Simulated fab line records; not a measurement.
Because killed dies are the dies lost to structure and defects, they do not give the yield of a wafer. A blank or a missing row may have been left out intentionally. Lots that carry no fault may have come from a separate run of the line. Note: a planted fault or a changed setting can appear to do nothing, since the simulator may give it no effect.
Matching of chambers + flow n5-finfet + N5_ILD0_CMP_12 on cmp-01: 4 sister chambers
The step polishes SiNx, stops on poly-Si, t overpolish 6 s, target thk 17.67 nm. 8 wafers are shown with their chamber, then 8 later ones without.

## WAFERS, EACH WITH ITS CHAMBER
| wafer  | chamber | motor-current-A (A) | time-to-endpoint-s (s) |
|--------|---------|---------------------|------------------------|
| L078.4 | 3       | 8.4                 | 29.1                   |
| L083.1 | 2       | 8.8                 | 30.0                   |
| L083.2 | 1       | 8.4                 | 27.8                   |
| L083.3 | 0       | 9.5                 | 30.4                   |
| L093.1 | 0       | 9.0                 | 29.3                   |
| L093.3 | 2       | 8.5                 | 27.0                   |
| L093.4 | 3       | 8.2                 | 32.1                   |
| L095.3 | 1       | 8.7                 | 24.9                   |

## WAFERS WITHOUT THEIR CHAMBER
| wafer  | motor-current-A (A) | time-to-endpoint-s (s) |
|--------|---------------------|------------------------|
| L095.4 | 9.3                 | 26.2                   |
| L095.6 | 8.5                 | 27.7                   |
| L096.1 | 9.5                 | 30.7                   |
| L096.4 | 8.5                 | 29.0                   |
| L096.5 | 8.3                 | 28.4                   |
| L097.1 | 8.7                 | 27.9                   |
| L097.3 | 9.0                 | 32.0                   |
| L097.5 | 8.2                 | 28.3                   |

## WHICH CHAMBER EACH WENT THROUGH
| wafer  | from the rows above          | in truth |
|--------|------------------------------|----------|
| L095.4 | can't be placed: 0 or 2 or 1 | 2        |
| L095.6 | can't be placed: 2 or 1 or 3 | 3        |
| L096.1 | 0                            | 0        |
| L096.4 | can't be placed: 2 or 3 or 1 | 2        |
| L096.5 | can't be placed: 3 or 2 or 1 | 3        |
| L097.1 | can't be placed: 2 or 1 or 3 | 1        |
| L097.3 | can't be placed: 0 or 2 or 3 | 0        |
| L097.5 | can't be placed: 3 or 1 or 2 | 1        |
Placed correctly: 1 of 8. Not placeable from these rows: 7 (in 7, the candidates include the true chamber). 0 placed wrongly.
How it was worked out, from the rows above alone: a wafer's distance from a chamber is the root of the sum, over the readings, of the square of ((its reading less the chamber's mean) divided by the reading's scatter). The wafer belongs to the nearest chamber; if the next one is less than 2 further off, it can't be placed. The mean given for a chamber averages the wafers shown for that chamber. The scatter: take each reading less its chamber's mean, square it, sum over the shown wafers, divide by the number of wafers less the number of chambers, and take the root.
